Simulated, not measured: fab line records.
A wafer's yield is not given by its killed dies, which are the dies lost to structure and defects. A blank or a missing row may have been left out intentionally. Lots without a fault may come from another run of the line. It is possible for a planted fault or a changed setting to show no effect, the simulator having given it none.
Matching of chambers | flow nandHarc | 4 sister chambers for NHARC_P_M2_STRIP_18 on rieDiel-11
The step strips in N2/H2. 20 wafers are shown with their chamber, then 10 later ones without.

== WAFERS, EACH WITH ITS CHAMBER ==
wafer  | chamber | drypumpMotorCurrentA (A) | rfVppV (V) | oesProductAu (a.u.)
L075.1 | 0       | 6.5                      | 91.3       | 1.009
L075.2 | 1       | 5.1                      | 90.4       | 0.994
L075.4 | 0       | 6.5                      | 91.8       | 0.997
L077.1 | 3       | 5.3                      | 90.6       | 1.002
L077.5 | 3       | 5.4                      | 89.8       | 0.995
L077.6 | 0       | 6.4                      | 90.9       | 1.000
L079.2 | 3       | 5.4                      | 90.1       | 0.991
L079.4 | 0       | 6.4                      | 91.9       | 0.992
L079.6 | 3       | 5.4                      | 90.9       | 0.986
L082.2 | 0       | 6.4                      | 91.1       | 0.974
L082.4 | 1       | 5.1                      | 88.9       | 0.973
L082.5 | 1       | 5.1                      | 88.9       | 0.968
L091.2 | 3       | 5.4                      | 91.7       | 1.010
L091.4 | 2       | 5.9                      | 89.7       | 1.008
L091.6 | 3       | 5.4                      | 89.8       | 1.010
L090.1 | 0       | 6.4                      | 92.1       | 0.990
L090.5 | 3       | 5.3                      | 90.4       | 1.012
L090.6 | 2       | 5.9                      | 89.0       | 0.999
L093.1 | 3       | 5.4                      | 90.6       | 1.013
L093.2 | 2       | 5.9                      | 90.6       | 1.004

SIGNATURES, as means of the wafers listed above
reading              | chamber 0 | chamber 1 | chamber 2 | chamber 3 | scatter within a chamber
drypumpMotorCurrentA | 6.433     | 5.100     | 5.900     | 5.375     | 0.0421
rfVppV               | 91.517    | 89.400    | 89.767    | 90.487    | 0.648
oesProductAu         | 0.99367   | 0.97833   | 1.00367   | 1.00238   | 0.0109
Rule: for each reading, subtract the chamber's mean from the wafer's reading, divide by that reading's scatter and square the result; add these up over the readings and take the root, which gives the wafer's distance from the chamber. If the next closest chamber is less than 2 further off than the closest, the wafer can't be placed; otherwise it belongs to the closest. The scatter is the square root of a quotient: the sum, over the shown wafers, of each reading's squared deviation from its chamber's mean, divided by wafers minus chambers.

== WAFERS WHOSE CHAMBER IS MISSING ==
wafer  | drypumpMotorCurrentA (A) | rfVppV (V) | oesProductAu (a.u.)
L093.4 | 6.5                      | 91.4       | 0.995
L094.2 | 6.4                      | 90.7       | 0.996
L094.5 | 5.1                      | 88.8       | 0.983
L094.6 | 5.9                      | 90.6       | 1.006
L096.4 | 6.4                      | 91.8       | 0.998
L096.5 | 5.1                      | 91.3       | 0.997
L096.6 | 5.9                      | 90.4       | 0.993
L097.3 | 6.4                      | 90.3       | 0.990
L097.5 | 5.8                      | 89.9       | 0.997
L097.6 | 5.4                      | 90.6       | 0.999

== CHAMBER TAKEN BY EACH ==
wafer  | from the rows above | in truth
L093.4 | 0                   | 0
L094.2 | 0                   | 0
L094.5 | 1                   | 1
L094.6 | 2                   | 2
L096.4 | 0                   | 0
L096.5 | 1                   | 1
L096.6 | 2                   | 2
L097.3 | 0                   | 0
L097.5 | 2                   | 2
L097.6 | 3                   | 3
Correctly placed: 10 of 10. From these rows, 0 cannot be placed. 0 placed wrongly.
